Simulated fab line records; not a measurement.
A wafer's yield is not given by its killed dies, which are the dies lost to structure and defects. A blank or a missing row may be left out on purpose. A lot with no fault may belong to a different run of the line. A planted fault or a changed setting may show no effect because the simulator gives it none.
Matching of chambers    flow n5 finfet    4 sister chambers for N5_MOL_CONTACT_COAG_ALD_133 on ald sin-01
The step deposits SiO2, target thk 5 nm, pulse time 1 s, co reactant pulse time 1 s. 7 wafers are shown with their chamber, then 8 later ones without.

== WAFERS, EACH WITH ITS CHAMBER ==
wafer   chamber  heater power w (W)  precursor pulse height rel
L074.3  2        63                  1.020
L075.5  3        65                  0.992
L079.5  3        67                  0.984
L079.6  0        82                  0.969
L081.4  0        82                  0.989
L081.6  1        75                  0.974
L084.3  1        78                  1.025

== WAFERS WHOSE CHAMBER IS MISSING ==
wafer   heater power w (W)  precursor pulse height rel
L084.4  80                  1.012
L084.5  62                  0.995
L085.2  67                  1.040
L085.3  82                  0.997
L085.6  62                  0.988
L097.2  82                  1.008
L097.3  76                  0.975
L097.6  82                  0.982

== WHICH CHAMBER EACH ONE RAN IN ==
wafer   from the rows above      in truth
L084.4  can't be placed: 0 or 1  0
L084.5  can't be placed: 2 or 3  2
L085.2  can't be placed: 3 or 2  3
L085.3  0                        0
L085.6  can't be placed: 2 or 3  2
L097.2  0                        0
L097.3  1                        1
L097.6  0                        0
Placed correctly: 4 of 8. Can't be placed from these rows: 4 (the true chamber is among the candidates in 4). Wrongly placed: 0.
How it was worked out, from the rows above alone: a wafer's distance from a chamber is the root of the sum, over the readings, of the square of ((its reading less the chamber's mean) divided by the reading's scatter). The wafer belongs to the nearest chamber; if the next one is less than 2 further off, it can't be placed. For every chamber, the mean is computed from those of its wafers that are shown. The scatter: the root of (the sum of the squares of (reading less its chamber's mean) over the shown wafers, divided by (wafers less chambers)).
